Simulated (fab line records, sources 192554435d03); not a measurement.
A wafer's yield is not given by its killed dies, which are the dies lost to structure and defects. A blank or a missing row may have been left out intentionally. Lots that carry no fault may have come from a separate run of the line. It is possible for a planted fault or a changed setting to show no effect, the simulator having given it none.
The tool behind it: which one? | flow n5Finfet | 8 lots with 24 wafers sampled at 6 steps, on a route of 1938 steps

== WHAT THE GAUGES SHOWED, per wafer ==
N5_MOL_CONTACT_COAG_INSPECT_10: inspects for defects (brightfield). Usual: rawDefectCount at 67, with a standard deviation of 25.
lot  | measured     | on               | rawDefectCount | flag
L624 | day 6 05:02  | defectInspect-02 | 54 107 92      | 
L629 | day 7 11:38  | defectInspect-01 | 43 31 89       | 
L630 | day 7 17:19  | defectInspect-01 | 110 83 70      | 
L635 | day 8 20:14  | defectInspect-01 | 40 57 40       | 
L636 | day 9 05:26  | defectInspect-02 | 62 60 57       | 
L639 | day 9 22:21  | defectInspect-01 | 114 62 55      | 
L640 | day 10 05:37 | defectInspect-02 | 61 57 80       | 
L641 | day 10 15:15 | defectInspect-02 | 81 115 106     | 

N5_MOL_CONTACT_COAG_CD_MEAS_99: the cd target is 17.2 nm. Usual: cdNm at 17.16 nm, with a standard deviation of 0.3.
lot  | measured     | on       | cdNm (nm)         | flag
L624 | day 6 05:28  | cdSem-03 | 16.46 17.25 17.25 | 
L629 | day 7 12:05  | cdSem-02 | 17.23 17.35 16.85 | 
L630 | day 7 18:13  | cdSem-02 | 17.58 17.54 17.09 | 
L635 | day 8 20:52  | cdSem-02 | - - -             | OFF
L636 | day 9 05:52  | cdSem-03 | - - -             | OFF
L639 | day 9 22:47  | cdSem-02 | 17.73 17.01 17.42 | 
L640 | day 10 06:04 | cdSem-01 | 17.47 17.68 17.86 | 
L641 | day 10 16:10 | cdSem-03 | 17.20 17.10 17.53 | 

N5_BEOL_M4_RC_MEAS_101. Usual: DIBL_N 36.3 mV/V, standard deviation 1.1; DIBL_P 36.3 mV/V, standard deviation 1.4; IOFF_N 0.155 nA/um, standard deviation 0.019; IOFF_P 0.211 nA/um, standard deviation 0.027; ION_N 672 uA/um, standard deviation 8.5; ION_P 462 uA/um, standard deviation 5.8; SS_N 71.5 mV/dec, standard deviation 0.56; SS_P 73.3 mV/dec, standard deviation 0.52; VT_N 249.9 mV, standard deviation 2.5; VT_P -249.8 mV, standard deviation 2.8.
lot  | measured     | on        | DIBL_N (mV/V)  | DIBL_P (mV/V)  | IOFF_N (nA/um)    | IOFF_P (nA/um)    | ION_N (uA/um) | ION_P (uA/um) | SS_N (mV/dec)  | SS_P (mV/dec)  | VT_N (mV)         | VT_P (mV)            | flag
L624 | day 11 17:12 | prober-01 | 38.0 37.0 37.8 | 36.8 36.1 36.5 | 0.165 0.151 0.166 | 0.207 0.196 0.200 | 667 676 680   | 454 456 455   | 71.7 70.8 71.3 | 73.4 72.4 73.5 | 248.1 249.1 249.3 | -253.2 -252.9 -253.1 | 
L629 | day 14 12:06 | prober-01 | 37.2 38.5 36.4 | 36.9 38.1 36.1 | 0.151 0.178 0.139 | 0.183 0.206 0.181 | 670 664 658   | 455 452 447   | 71.2 72.3 71.2 | 73.8 73.0 73.0 | 251.3 250.4 253.2 | -253.2 -249.8 -252.0 | 
L630 | day 14 23:47 | prober-01 | 34.7 36.8 35.3 | 33.6 35.7 34.6 | 0.137 0.175 0.146 | 0.184 0.211 0.197 | 666 667 665   | 458 453 458   | 70.4 71.2 70.7 | 72.8 73.8 73.1 | 250.3 248.7 248.0 | -251.3 -250.6 -250.7 | 
L639 | day 16 08:40 | prober-01 | 34.9 34.3 34.9 | 37.6 36.8 36.6 | 0.168 0.150 0.157 | 0.241 0.235 0.232 | 668 673 665   | 470 472 465   | 70.4 71.7 71.8 | 73.3 73.1 72.6 | 247.3 249.5 251.7 | -247.3 -244.4 -248.7 | 
L640 | day 17 17:07 | prober-01 | 35.6 36.3 36.0 | 35.2 34.7 35.2 | 0.158 0.159 0.158 | 0.210 0.200 0.205 | 682 666 675   | 464 459 458   | 72.1 72.0 71.3 | 73.3 73.4 73.0 | 248.2 249.2 249.8 | -248.4 -250.9 -249.2 | 
L641 | day 16 04:41 | prober-02 | 37.2 38.7 37.2 | 36.6 36.8 35.6 | 0.171 0.196 0.161 | 0.241 0.250 0.223 | 678 671 674   | 467 461 464   | 72.2 72.8 71.9 | 73.7 73.2 73.3 | 251.6 246.3 247.5 | -246.2 -246.9 -249.5 | 

== TOOL THAT RAN EACH LOT (tool first, then ch and the chambers of the sampled wafers, then the start) ==
lot  | N5_MOL_CONTACT_COAG_ETCH_15       | N5_MOL_CONTACT_COAG_ETCH_110      | N5_MOL_CONTACT_COAG_CO_FILL_22
L624 | rieDiel-02 ch 0,1,3, day 6 05:17  | rieDiel-02 ch 0,1,3, day 6 05:20  | cvdCo-01 ch 0,2, day 6 07:46
L629 | rieDiel-05 ch 2,3, day 7 11:54    | rieDiel-05 ch 2,3, day 7 11:58    | cvdCo-02 ch 1,2, day 7 15:58
L630 | rieDiel-02 ch 1,2, day 7 18:02    | rieDiel-02 ch 1,2, day 7 18:06    | cvdCo-01 ch 0,2, day 7 21:38
L635 | rieDiel-02 ch 0,2,3, day 8 20:41  | rieDiel-02 ch 0,2,3, day 8 20:45  | cvdCo-02 ch 0,1,2, day 9 00:14
L636 | rieDiel-04 ch 0,1,3, day 9 05:41  | rieDiel-04 ch 0,1,3, day 9 05:45  | cvdCo-01 ch 0,1, day 9 07:58
L639 | rieDiel-02 ch 2,3, day 9 22:36    | rieDiel-02 ch 2,3, day 9 22:40    | cvdCo-01 ch 0,1,2, day 10 00:34
L640 | rieDiel-02 ch 0,1,2, day 10 05:53 | rieDiel-02 ch 0,1,2, day 10 05:56 | cvdCo-01 ch 0,2, day 10 07:32
L641 | rieDiel-02 ch 0,3, day 10 15:59   | rieDiel-02 ch 0,3, day 10 16:02   | cvdCo-01 ch 0,2, day 10 17:37
- N5_MOL_CONTACT_COAG_ETCH_15: etches SiNx in CH3F/O2, stops on Si:P, target depth 7 nm.
- N5_MOL_CONTACT_COAG_ETCH_110: etches Si in CF4/O2, target depth 2.5 nm, time 8 s.
- N5_MOL_CONTACT_COAG_CO_FILL_22: material Co, precursor CCTBA/H2, target thk 20 nm.

== WHAT THE TOOLS THEMSELVES READ (means of the sampled wafers that have a number; where no wafer has one, the mark that the record gives instead) ==
N5_MOL_CONTACT_COAG_ETCH_15. Usual: CH3F_flow_sccm 30.01 sccm, standard deviation 0.087; O2_flow_sccm 20.00 sccm, standard deviation 0.056; drypumpMotorCurrentA 5.7 A, standard deviation 0.39; oes_ar_750_au 0.77 a.u., standard deviation 0.081; oes_o_777_au 0.77 a.u., standard deviation 0.079; oesProductAu 0.56 a.u., standard deviation 0.061; rfVppV 297.7 V, standard deviation 3; showerheadPlenumPTorr 2.01 Torr, standard deviation 0.076; throttleValvePct 16.42 %, standard deviation 0.13.
lot  | tool       | CH3F_flow_sccm (sccm) | O2_flow_sccm (sccm) | drypumpMotorCurrentA (A) | oes_ar_750_au (a.u.) | oes_o_777_au (a.u.) | oesProductAu (a.u.) | rfVppV (V) | showerheadPlenumPTorr (Torr) | throttleValvePct (%) | flag
L624 | rieDiel-02 | 30.07                 | 20.00               | 5.6                      | 0.76                 | 0.76                | 0.56                | 297.7      | 1.98                         | 16.35                | 
L629 | rieDiel-05 | 30.03                 | 20.03               | 6.3                      | 0.72                 | 0.72                | 0.53                | 295.1      | 2.07                         | 16.55                | 
L630 | rieDiel-02 | 30.01                 | 20.00               | 5.7                      | 0.78                 | 0.78                | 0.56                | 298.1      | 2.09                         | 16.35                | 
L635 | rieDiel-02 | -                     | -                   | -                        | -                    | -                   | -                   | -          | -                            | -                    | OFF
L636 | rieDiel-04 | -                     | -                   | -                        | -                    | -                   | -                   | -          | -                            | -                    | OFF
L639 | rieDiel-02 | 30.07                 | 19.98               | 5.6                      | 0.78                 | 0.78                | 0.57                | 299.9      | 2.03                         | 16.44                | 
L640 | rieDiel-02 | 29.99                 | 20.01               | 5.7                      | 0.75                 | 0.75                | 0.55                | 298.8      | 2.02                         | 16.38                | 
L641 | rieDiel-02 | 29.95                 | 20.05               | 5.6                      | 0.72                 | 0.72                | 0.53                | 296.9      | 1.90                         | 16.42                | 

N5_MOL_CONTACT_COAG_ETCH_110. Usual: O2_flow_sccm 10.00 sccm, standard deviation 0.033; biasW 11.99 W, standard deviation 0.033; drypumpMotorCurrentA 5.7 A, standard deviation 0.4; oes_ar_750_au 0.77 a.u., standard deviation 0.081; oes_o_777_au 0.77 a.u., standard deviation 0.079; oesProductAu 0.77 a.u., standard deviation 0.086; rfVppV 127.6 V, standard deviation 1.6; showerheadPlenumPTorr 2.23 Torr, standard deviation 0.08; throttleValvePct 10.85 %, standard deviation 0.19.
lot  | tool       | O2_flow_sccm (sccm) | biasW (W) | drypumpMotorCurrentA (A) | oes_ar_750_au (a.u.) | oes_o_777_au (a.u.) | oesProductAu (a.u.) | rfVppV (V) | showerheadPlenumPTorr (Torr) | throttleValvePct (%) | flag
L624 | rieDiel-02 | 10.00               | 12.05     | 5.6                      | 0.76                 | 0.76                | 0.76                | 128.1      | 2.20                         | 10.78                | 
L629 | rieDiel-05 | 9.97                | 12.00     | 6.3                      | 0.72                 | 0.73                | 0.71                | 126.4      | 2.29                         | 11.01                | 
L630 | rieDiel-02 | 10.01               | 11.97     | 5.7                      | 0.77                 | 0.77                | 0.77                | 127.7      | 2.32                         | 10.77                | 
L635 | rieDiel-02 | 9.97                | 11.98     | 5.6                      | 0.76                 | 0.76                | 0.76                | 127.0      | 2.20                         | 10.84                | 
L636 | rieDiel-04 | 10.01               | 12.04     | 5.6                      | 0.84                 | 0.84                | 0.84                | 127.7      | 2.27                         | 10.75                | 
L639 | rieDiel-02 | 10.02               | 12.01     | 5.6                      | 0.78                 | 0.78                | 0.78                | 128.5      | 2.26                         | 10.82                | 
L640 | rieDiel-02 | 10.00               | 11.99     | 5.7                      | 0.75                 | 0.75                | 0.74                | 128.0      | 2.25                         | 10.84                | 
L641 | rieDiel-02 | 9.97                | 12.02     | 5.6                      | 0.72                 | 0.72                | 0.72                | 128.0      | 2.12                         | 10.90                | 

N5_MOL_CONTACT_COAG_CO_FILL_22. Usual: heaterPowerOuterW 128 W, standard deviation 11; heaterPowerW 247 W, standard deviation 20.
lot  | tool     | heaterPowerOuterW (W) | heaterPowerW (W) | flag
L624 | cvdCo-01 | 126                   | 245              | 
L629 | cvdCo-02 | 129                   | 242              | 
L630 | cvdCo-01 | 131                   | 250              | 
L635 | cvdCo-02 | 131                   | 263              | 
L636 | cvdCo-01 | 122                   | 231              | 
L639 | cvdCo-01 | 121                   | 240              | 
L640 | cvdCo-01 | 126                   | 243              | 
L641 | cvdCo-01 | 130                   | 248              | 

== THE ANSWER, worked out from the rows above alone ==
Rule: lot off if the mean of its wafers having a number is beyond 3 standard deviations from the usual mean. Also off: a lot with no number at a reading for which 4 or more lots have one. All remaining lots with rows at the step are treated as sound. The gauges are gone through in route order, then the tools' own readings, and for those a lot's mean is taken as printed above. At the first step where some lot is off, the reading lying furthest off is the one used; lots without a number count as furthest.
Off: L635, L636, at N5_MOL_CONTACT_COAG_CD_MEAS_99 (cdNm). Without a number there: L635, L636.
If a tool, at a process step before that reading, ran all the lots that are off and no sound lot after the first of them, it fits. The gauges at N5_MOL_CONTACT_COAG_CD_MEAS_99 aren't tried: what is off there is off at N5_MOL_CONTACT_COAG_ETCH_15 too, on other tools, and a gauge's error can't cause that. Of those tried, none fits.

== WHAT HAD BEEN PUT IN BY THE SIMULATOR ==
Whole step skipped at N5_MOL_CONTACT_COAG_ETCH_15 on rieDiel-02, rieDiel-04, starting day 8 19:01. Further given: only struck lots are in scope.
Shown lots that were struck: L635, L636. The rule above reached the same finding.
